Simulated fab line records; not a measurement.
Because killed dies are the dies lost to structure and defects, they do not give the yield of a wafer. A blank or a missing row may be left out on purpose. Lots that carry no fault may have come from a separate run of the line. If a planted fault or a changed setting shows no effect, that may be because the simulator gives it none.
fab line records	flow n5-finfet
record: lots: 4	wafers: 12	last-day: 24
route steps=1938 shown SD_EPI_N@276 SD_EPI_P@295 SD_ACTIVATION@332 BEOL_M4@1111 PASSIVATION@1936
lots untouched by any fault: they come from a run of this same line in which no faults occurred
start-h: start of the lot's first displayed wafer, in hours after the record's first day	wait-h: hours since the lot's step before	" identical to the entry in the row above	L1.1+2: a single row standing in for several wafers	- no value, or no start was given	* or withheld: withheld	< > ~ a bound
route shown NAME@n: names a module that has steps shown in the file, with the first one's number in the route	usual: mean/standard deviation of fault-free wafers	same: alike in all rows	chamber/n: place in a boat	sites: readings site by site	_std_site: their standard deviation	_edge_site: outer sites' mean less inner sites'	radius-mm: for every site, how far away it sits from the centre of the wafer	mask NAME#n: copy n	behind: the last tool/chamber to shape the wafer	hold: what put the lot on hold/how long, in hours/how the hold closed	device: the transistor (n, p or np) that didn't switch	end of line: the tests these same wafers got at the end of their route	for a step that has no rows: nothing shown but its recipe	killed: dies that structure and defects cost at the first sort, which is not the same as the wafer's yield	map: per-die view of a wafer (x killed, . not killed, _ where there is no die)
set.NAME: the setting that was run; set.NAME@STEP: the one run at that earlier step	model.NAME: the simulator's own value behind a step, which no gauge read
lots at selected steps of the route; one table per step, one row per wafer
services: from which hour (start-h, from the record's first day; less than 0 if before it) a tool's chamber was out of use, for how many hours, and why
== steps ==
step: N5_SD_EPI_N_STRIP_36
recipe: chemistry: N2/H2	temp-c: 40	n2-flow-sccm: 200	h2-flow-sccm: 200	rf-frequency-hz: 6e+07
step: N5_SD_EPI_N_ETCHBACK_44
recipe: chemistry: CH3F/O2	mode: anisotropic-etchback	target: SiNx	target-depth-a: 145	stop-on: SiO2	over-etch-frac: 0.3	ion-energy-ev: 120	pressure-mtorr: 30	source-w: 395	bias-w: 73	Ar_flow_sccm: 150	CH3F_flow_sccm: 30	O2_flow_sccm: 20
step: N5_SD_EPI_N_ETCH_45
recipe: chemistry: CH3F/O2	target: SiOCN	target-depth-a: 60	mask-material: SOC	ion-energy-ev: 60	bias-w: 29	pressure-mtorr: 15	source-w: 410	Ar_flow_sccm: 150	CH3F_flow_sccm: 30	O2_flow_sccm: 20
step: N5_SD_EPI_N_ETCH_16
recipe: chemistry: CHF3/O2	target: SiO2	target-depth-a: 50	mask-material: SOC	pressure-mtorr: 30	source-w: 650	bias-w: 170	Ar_flow_sccm: 200	CHF3_flow_sccm: 50	O2_flow_sccm: 5	ion-energy-ev: 200
step: N5_SD_EPI_N_STRIP_47
recipe: chemistry: CHF3/O2	resist: SiARC	rf-frequency-hz: 6e+07
step: N5_SD_EPI_N_SD_RECESS_17
recipe: chemistry: HBr/Cl2/O2	target-depth-a: 410	mask-material: SOC	time-s: 23.7	bt-time-s: 3	pressure-mtorr: 10	icp-w: 800	bias-w: 112	HBr_flow_sccm: 150	Cl2_flow_sccm: 80	O2_flow_sccm: 12
step: N5_SD_EPI_N_STRIP_38
recipe: chemistry: N2/H2	power-w: 1000	temp-c: 250	h2-frac: 0.65	overash-fraction: 0.3	pressure-mtorr: withheld	n2-flow-sccm: 1750	h2-flow-sccm: 3250
step: N5_SD_EPI_N_WET_ETCH_43
recipe: chemistry: dHF	dilution: withheld	time-s: 14	target: SiO2	target-depth-a: 15	temp-c: 25
step: N5_SD_EPI_N_STRIP_18
recipe: chemistry: SPM	time-s: 750	temp-c: 130	h2so4-h2o2-vol-ratio: 4
step: N5_SD_EPI_N_SRD_20
recipe: dry: ipa-marangoni	do-ppb: 5	time-s: 30	temp-c: 23	rinse-liquid: diw
step: N5_SD_EPI_N_PRECLEAN_48
recipe: chemistry: NF3:NH3	afs-cycles: 2	temp-c: 30	time-s: 20	sublimation-temp-c: 180	sublimation-time-s: 60	pressure-torr: 3	rf-power-w: 30
step: N5_SD_EPI_N_VAPOR_ETCH_50
recipe: chemistry: HCl	target: Si	temp-c: 775	time-s: 54	pressure-torr: 20	mode: isotropic
step: N5_SD_EPI_N_EPI_21
recipe: material: Si:P	dopant: P	temp-c: 680	pressure-torr: 255	time-s: 690
lot.wafer	tool	chamber	start-h	wait-h
L363.1+3+6	epi-rpcvd-02	0	55.14	0.2
L382.1+5+6	epi-rpcvd-02	0	166.35	0.1
L383.1+2+5	epi-rpcvd-02	0	174.56	0.1
L385.3+4+5	epi-rpcvd-01	0	186.03	0.7
step: N5_SD_EPI_N_PRECLEAN_24
recipe: chemistry: O3/DIW	time-s: 60	temp-c: 22	o3-ppm: 10
step: N5_SD_EPI_N_SRD_25
recipe: time-s: 30	temp-c: 23	rinse-liquid: diw	dry: ipa-marangoni
step: N5_SD_EPI_N_PRECLEAN_49
recipe: chemistry: NF3:NH3	afs-cycles: 1	temp-c: 30	time-s: 20	sublimation-temp-c: 180	sublimation-time-s: 60	pressure-torr: 3	rf-power-w: 30
step: N5_SD_EPI_N_LINER_46
recipe: material: SiNx	target-thk-a: 30	temp-c: 400	ald-precursor-family: SiH2I2	ald-co-reactant: N2/H2-plasma	pressure-torr: 2
step: N5_SD_EPI_P_COAT_34
recipe: resist: SOC	temp-c: 250	time-s: 60	spin-rpm: 1500	resist-thk-nm: 350
step: N5_SD_EPI_P_COAT_35
recipe: resist: SiARC	temp-c: 220	time-s: 60	spin-rpm: 1500	resist-thk-nm: 35
step: N5_SD_EPI_P_COAT_03
recipe: resist: CAR-ArF-block	spin-rpm: 1500	resist-thk-nm: 150
step: N5_SD_EPI_P_EBR_05
recipe: solvent: PGMEA	ebr-width-mm: 1.5
step: N5_SD_EPI_P_SOFTBAKE_04
recipe: temp-c: 110	time-s: 60	resist: CAR-ArF-block
step: N5_SD_EPI_P_EXPOSE_06
recipe: mask-id: SD_P_BLK	na: 1.35	source-shape: conventional	sigma-outer: 0.8	polarization: unpolarized	target-cd-nm: 240	dose-mj: 39.5
step: N5_SD_EPI_P_PEB_07
recipe: peb-temp-c: 110	peb-time-s: 60	resist: CAR-ArF-block
step: N5_SD_EPI_P_DEVELOP_08
recipe: develop-time-s: 30	developer: TMAH	resist: CAR-ArF-block	dev-temp-c: 23	rinse-liquid: diw	dry: air-spin
step: N5_SD_EPI_P_DESCUM_14
recipe: chemistry: O2	time-s: 7.9	source-power-w: 50	bias-power-w: 20	pressure-mtorr: 20	rf-frequency-hz: 2.712e+07	temp-c: 40	resist: CAR-ArF-block	o2-flow-sccm: 225
step: N5_SD_EPI_P_ETCH_36
recipe: chemistry: CF4	target: SiARC	target-depth-a: 455	mask-material: CAR-ArF-block	time-s: 75.8	ion-energy-ev: 80	pressure-mtorr: 40	source-w: 545	bias-w: 36	Ar_flow_sccm: 100	cf4-flow-sccm: 100	ends: cleared
step: N5_SD_EPI_P_ETCH_37
recipe: chemistry: N2/H2	target: SOC	overetch-a: 1080	mask-material: SiARC	temp-c: 40	ion-energy-ev: 100	source-w: 3000	bias-w: 133	pressure-mtorr: 20	time-s: 486	n2-flow-sccm: 200	h2-flow-sccm: 200	ends: end-point
step: N5_SD_EPI_P_STRIP_38
recipe: chemistry: N2/H2	temp-c: 40	n2-flow-sccm: 200	h2-flow-sccm: 200	rf-frequency-hz: 6e+07
step: N5_SD_EPI_P_ETCHBACK_46
recipe: chemistry: CH3F/O2	mode: anisotropic-etchback	target: SiNx	target-depth-a: 175	stop-on: SiO2	over-etch-frac: 0.3	ion-energy-ev: 120	pressure-mtorr: 30	source-w: 395	bias-w: 73	Ar_flow_sccm: 150	CH3F_flow_sccm: 30	O2_flow_sccm: 20
step: N5_SD_EPI_P_ETCH_47
recipe: chemistry: CH3F/O2	target: SiOCN	target-depth-a: 250	mask-material: SOC	ion-energy-ev: 60	bias-w: 29	pressure-mtorr: 30	source-w: 410	Ar_flow_sccm: 150	CH3F_flow_sccm: 30	O2_flow_sccm: 20
step: N5_SD_EPI_P_ETCH_16
recipe: chemistry: CHF3/O2	target: SiO2	target-depth-a: 50	mask-material: SOC	pressure-mtorr: 30	source-w: 650	bias-w: 170	Ar_flow_sccm: 200	CHF3_flow_sccm: 50	O2_flow_sccm: 5	ion-energy-ev: 200
step: N5_SD_EPI_P_STRIP_50
recipe: chemistry: CHF3/O2	resist: SiARC	rf-frequency-hz: 6e+07
step: N5_SD_EPI_P_SD_RECESS_17
recipe: chemistry: HBr/Cl2/O2	target-depth-a: 391	bt-time-s: 3	pressure-mtorr: 10	icp-w: 800	bias-w: 112	HBr_flow_sccm: 150	Cl2_flow_sccm: 80	O2_flow_sccm: 12
step: N5_SD_EPI_P_WET_ETCH_45
recipe: chemistry: dHF	dilution: withheld	time-s: 10.7	target: SiO2	target-depth-a: 20	temp-c: 25	dry: ipa-marangoni	rinse-time-s: 30	rinse-temp-c: 23
step: N5_SD_EPI_P_STRIP_40
recipe: chemistry: N2/H2	power-w: 1000	temp-c: 250	h2-frac: 0.65	overash-fraction: 0.3	pressure-mtorr: withheld	n2-flow-sccm: 1750	h2-flow-sccm: 3250
step: N5_SD_EPI_P_PRECLEAN_52
recipe: chemistry: O3/DIW	time-s: 60	temp-c: 22	o3-ppm: 10
step: N5_SD_ACTIVATION_RS_MEAS_03
recipe: thk-meas-gauge: four-point-probe
usual: RS_SD_N: 21.81/0.3	RS_SD_P: 56.2/0.84
lot.wafer	tool	chamber	start-h	wait-h	RS_SD_N[ohm/sq]	RS_SD_P[ohm/sq]
L363.1	film-metro-02	-	63.35	0.2	21.41	56.9
L363.3	"	-	"	"	21.58	57.0
L363.6	"	-	"	"	21.69	57.5
L382.1	film-metro-01	-	173.29	0.2	20.31	56.1
L382.5	"	-	"	"	20.12	57.0
L382.6	"	-	"	"	20.37	56.7
L383.1	film-metro-02	-	181.47	0.2	20.60	56.0
L383.2	"	-	"	"	20.51	56.1
L383.5	"	-	"	"	20.31	56.1
L385.3	film-metro-02	-	192.90	0.2	21.77	55.8
L385.4	"	-	"	"	21.57	55.3
L385.5	"	-	"	"	21.87	55.0
step: N5_BEOL_M4_RC_MEAS_101
usual: DIBL_N: 35.8/1.6	DIBL_P: 35.6/2	IOFF_N: 0.15/0.031	IOFF_P: 0.20/0.033	ION_N: 668/12	ION_P: 459/6.8	RC_DENSE_N: 19.1/0.46	RC_N: 15.5/0.36	REXT_N: 74.8/1.8	RS_SD_N: 28.3/0.36	SS_N: 71.4/0.53	SS_P: 73.1/0.63	VT_N: 250/3.5	VT_P: -251/3
lot.wafer	tool	chamber	start-h	wait-h	DIBL_N[mV/V]	DIBL_P[mV/V]	IOFF_N[nA/um]	IOFF_P[nA/um]	ION_N[uA/um]	ION_P[uA/um]	RC_DENSE_N[ohm.um]	RC_N[ohm.um]	REXT_N[ohm.um]	RS_SD_N[ohm/sq]	SS_N[mV/dec]	SS_P[mV/dec]	VT_N[mV]	VT_P[mV]
L363.1	prober-02	0	347.62	0.0	36.1	37.0	0.17	0.24	671	465	18.8	15.2	74.1	28.0	71.9	72.8	248	-247
L363.3	"	0	"	"	37.6	38.1	0.19	0.25	668	455	19.1	15.6	74.8	28.1	72.5	73.5	247	-246
L363.6	"	0	"	"	35.2	36.1	0.16	0.22	673	465	18.9	15.5	75.0	27.9	71.1	72.9	248	-248
L382.1	prober-01	0	434.40	0.0	34.4	32.6	0.14	0.16	678	455	17.3	14.1	68.1	26.2	70.8	72.5	250	-252
L382.5	"	0	"	"	40.9	39.7	0.29	0.28	718	470	17.3	13.9	67.8	26.0	71.8	73.7	239	-247
L382.6	"	0	"	"	36.2	34.1	0.16	0.19	688	461	17.0	13.8	68.2	26.4	70.8	73.0	249	-253
L383.1	prober-01	0	459.93	0.0	36.8	33.7	0.15	0.16	685	458	17.2	14.0	68.0	26.8	72.0	73.0	249	-254
L383.2	"	0	"	"	38.0	33.7	0.15	0.17	673	454	17.2	14.0	66.3	26.6	71.3	73.5	251	-254
L383.5	"	0	"	"	37.8	34.3	0.15	0.17	678	453	17.6	14.4	67.4	26.7	71.5	72.6	248	-253
L385.3	prober-02	0	461.74	0.3	35.2	33.4	0.12	0.17	656	451	18.7	15.3	75.4	28.5	71.1	72.3	255	-252
L385.4	"	0	"	"	33.9	32.6	0.11	0.16	652	452	18.8	15.4	74.9	28.1	70.9	72.9	254	-252
L385.5	"	0	"	"	34.2	32.9	0.12	0.17	680	466	19.0	15.5	75.1	28.4	71.2	72.5	252	-253
step: N5_PASSIVATION_PROBE_49
usual: defect-limited-yield: 90.7/1.5	killed_at_M0_to_M3: 38/11	killed_at_M4_up: 15/5.5	killed-at-contacts: 12/6	killed-at-front-end: 41/11	killed-at-other: 3.5/2.7	killed-dies: 110/18	killed-open: 72/13	killed-short: 35/8.7	sort_bin_4_leakage: 0/0	sort_bin_5_function: 5.5/1.1	sort_bin_6_memory: 3.4/0.63	sort_bin_8_speed: 0.01/0.037	sort-n-pass: 1070/18	sort-yield-pct: 90.7/1.5
same: gross-dies: 1180	killed-at-back-side: 0
lot.wafer	tool	chamber	start-h	wait-h	defect-limited-yield[%]	killed_at_M0_to_M3	killed_at_M4_up	killed-at-contacts	killed-at-front-end	killed-at-other	killed-dies	killed-open	killed-short	sort_bin_4_leakage[%]	sort_bin_5_function[%]	sort_bin_6_memory[%]	sort_bin_8_speed[%]	sort-n-pass	sort-yield-pct[%]
L363.1	prober-02	-	469.24	0.0	90.8	28	12	27	37	5	109	74	34	0	5.5	3.3	0	1071	90.8
L363.3	prober-02	-	469.34	0.1	89.2	34	14	18	50	12	128	73	46	0	6.5	3.7	0	1052	89.2
L363.6	prober-02	-	469.49	0.3	90.6	36	9	19	43	4	111	82	26	0	5.3	3.8	0	1069	90.6
L382.1	prober-01	-	554.74	0.0	88.2	49	10	17	61	2	139	94	39	0	6.3	4.6	0	1041	88.2
L382.5	prober-01	-	554.94	0.2	90.3	63	10	4	33	5	115	83	32	0.51	5.0	4.5	0	1059	89.7
L382.6	prober-01	-	554.99	0.3	87.1	63	12	10	63	4	152	101	40	0	7.1	4.3	0	1028	87.1
L383.1	prober-01	-	564.40	0.0	90.9	30	21	11	42	3	107	63	34	0	5.8	2.6	0	1073	90.9
L383.2	prober-01	-	564.45	0.1	88.4	49	8	15	56	9	137	78	44	0	6.4	3.4	0	1043	88.4
L383.5	prober-01	-	564.60	0.2	91.8	21	11	13	48	4	97	58	33	0	4.2	3.2	0	1083	91.8
L385.3	prober-01	-	576.76	0.1	94.7	26	8	2	22	4	62	42	19	0	3.1	2.1	0.08	1117	94.7
L385.4	prober-01	-	576.81	0.2	91.9	28	10	18	37	2	95	67	27	0	5.0	3.1	0	1085	91.9
L385.5	prober-01	-	576.86	0.2	91.5	35	15	14	34	2	100	67	33	0	5.2	3.2	0	1080	91.5
killed by level:class
L363.1 MOL_CONTACT_COAG:geometric-particle:open=20 STI_FIN_REVEAL:geometric-particle:open=12 BEOL_M4:geometric-particle:open=8 MOL_CONTACT_COAG:geometric-particle:short=7 BEOL_M0_SAQP:geometric-particle:open=7 DUMMY_GATE:geometric-particle:open=6 FIN_SAQP:geometric-particle:open=5 BEOL_M0:geometric-particle:open=5
L363.3 MOL_CONTACT_COAG:geometric-particle:open=15 BEOL_M4:geometric-particle:open=9 GATE_CUT:geometric-particle:short=8 BEOL_M1:geometric-particle:open=8 BEOL_M2:geometric-particle:open=6 FIN_SAQP:geometric-particle:short=5 STI_FIN_REVEAL:geometric-particle:open=5 BEOL_M0:geometric-particle:open=5
L363.6 MOL_CONTACT_COAG:geometric-particle:open=16 STI_FIN_REVEAL:geometric-particle:open=15 BEOL_M0_SAQP:geometric-particle:open=11 FIN_SAQP:geometric-particle:short=10 BEOL_M2:geometric-particle:open=6 BEOL_M1:geometric-particle:open=6 BEOL_M3:geometric-particle:open=5 ILD0:geometric-particle:open=4
L382.1 STI_FIN_REVEAL:geometric-particle:open=20 BEOL_M2:geometric-particle:open=18 BEOL_M3:geometric-particle:open=14 MOL_CONTACT_COAG:geometric-particle:open=12 BEOL_M0_SAQP:geometric-particle:short=7 STI_FIN_REVEAL:geometric-particle:short=6 GATE_CUT:geometric-particle:open=6 HKMG_FIN:area-etch=6
L382.5 BEOL_M3:geometric-particle:open=25 STI_FIN_REVEAL:geometric-particle:open=14 BEOL_M2:geometric-particle:open=9 BEOL_M0_SAQP:geometric-particle:short=6 BEOL_M1:geometric-particle:open=6 BEOL_M3:geometric-particle:short=6 STI_FIN_REVEAL:geometric-particle:short=5 BEOL_M0_SAQP:geometric-particle:open=5
L382.6 BEOL_M3:geometric-particle:open=19 FIN_SAQP:geometric-particle:open=18 FIN_SAQP:geometric-particle:short=15 BEOL_M2:geometric-particle:open=15 HKMG_FIN:area-etch=11 BEOL_M1:geometric-particle:open=9 MOL_CONTACT_COAG:geometric-particle:open=8 BEOL_M3:geometric-particle:short=6
L383.1 FIN_SAQP:geometric-particle:short=10 MOL_CONTACT_COAG:geometric-particle:open=9 BEOL_M0_SAQP:geometric-particle:open=8 STI_FIN_REVEAL:geometric-particle:open=7 BEOL_M0_SAQP:geometric-particle:short=7 HKMG_FIN:area-etch=7 BEOL_M1:geometric-particle:open=6 FIN_SAQP:geometric-particle:open=5
L383.2 HKMG_FIN:area-etch=14 BEOL_M1:geometric-particle:open=13 MOL_CONTACT_COAG:geometric-particle:open=12 STI_FIN_REVEAL:geometric-particle:open=10 FIN_SAQP:geometric-particle:open=8 FIN_SAQP:geometric-particle:short=8 BEOL_M0_SAQP:geometric-particle:short=8 BEOL_M2:geometric-particle:open=6
L383.5 MOL_CONTACT_COAG:geometric-particle:open=11 FIN_SAQP:geometric-particle:open=10 FIN_SAQP:geometric-particle:short=8 STI_FIN_REVEAL:geometric-particle:open=7 HKMG_FIN:area-etch=5 DUMMY_GATE:geometric-particle:open=4 GATE_CUT:geometric-particle:short=4 BEOL_M0_SAQP:geometric-particle:short=4
L385.3 BEOL_M2:geometric-particle:open=6 BEOL_M0_SAQP:geometric-particle:open=4 BEOL_M0:geometric-particle:open=4 FIN_SAQP:geometric-particle:short=3 DUMMY_GATE:geometric-particle:open=3 SPACER0:geometric-particle:open=3 BEOL_M0_SAQP:geometric-particle:short=3 BEOL_M1:geometric-particle:open=3
L385.4 MOL_CONTACT_COAG:geometric-particle:open=16 BEOL_M2:geometric-particle:open=8 BEOL_M4:geometric-particle:open=8 FIN_SAQP:geometric-particle:short=6 STI_FIN_REVEAL:geometric-particle:open=6 GATE_CUT:geometric-particle:short=5 BEOL_M1:geometric-particle:open=5 STARTING-WAFER:geometric-particle:open=5
L385.5 MOL_CONTACT_COAG:geometric-particle:open=13 BEOL_M4:geometric-particle:open=9 BEOL_M2:geometric-particle:open=7 DUMMY_GATE:geometric-particle:open=6 SPACER0:geometric-particle:short=6 BEOL_M0_SAQP:geometric-particle:open=6 BEOL_M0_SAQP:geometric-particle:short=6 STI_FIN_REVEAL:geometric-particle:open=5
== services ==
tool	chamber	start-h	hours	kind
epi-rpcvd-01	-	43.83	8.1	pm
epi-rpcvd-01	-	162.09	2.8	pm
epi-rpcvd-02	-	163.97	0.8	pm
== key ==
first-sign: step: N5_SD_ACTIVATION_RS_MEAS_03	reading: RS_SD_N	direction: down	sigmas: 4.8	usual: 21.81	struck: 20.37
effect: step: N5_BEOL_M4_RC_MEAS_101	reading: RS_SD_N	direction: down	sigmas: 5.1	usual: 28.3	struck: 26.5
effect: step: N5_BEOL_M4_RC_MEAS_101	reading: RC_N	direction: down	sigmas: 4.1	usual: 15.5	struck: 14.0
effect: step: N5_BEOL_M4_RC_MEAS_101	reading: REXT_N	direction: down	sigmas: 3.9	usual: 74.8	struck: 67.6
effect: step: N5_BEOL_M4_RC_MEAS_101	reading: RC_DENSE_N	direction: down	sigmas: 3.9	usual: 19.1	struck: 17.3
effect: step: N5_BEOL_M4_RC_MEAS_101	reading: ION_N	direction: up	sigmas: 1.5	usual: 668	struck: 687
met-at N5_SD_EPI_N_EPI_21
struck-wafers L382.1,L382.5,L382.6,L383.1,L383.2,L383.5
baseline-loss: step: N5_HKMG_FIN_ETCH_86	wafers: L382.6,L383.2
onset-between 55.14 166.35
fault: kind: process-parameter-drift	tool: epi-rpcvd-02	chamber: -	onset-h: 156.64	steps: N5_SD_EPI_N_EPI_21	channel: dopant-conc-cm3	offset: 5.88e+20	shape: step	end-h: 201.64	acts-in: these-recipes-only	stated: 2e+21
baseline-loss: these wafers lose ten dies or more at that step, a loss of the line's own and not of a fault; the sort's usual values leave them out
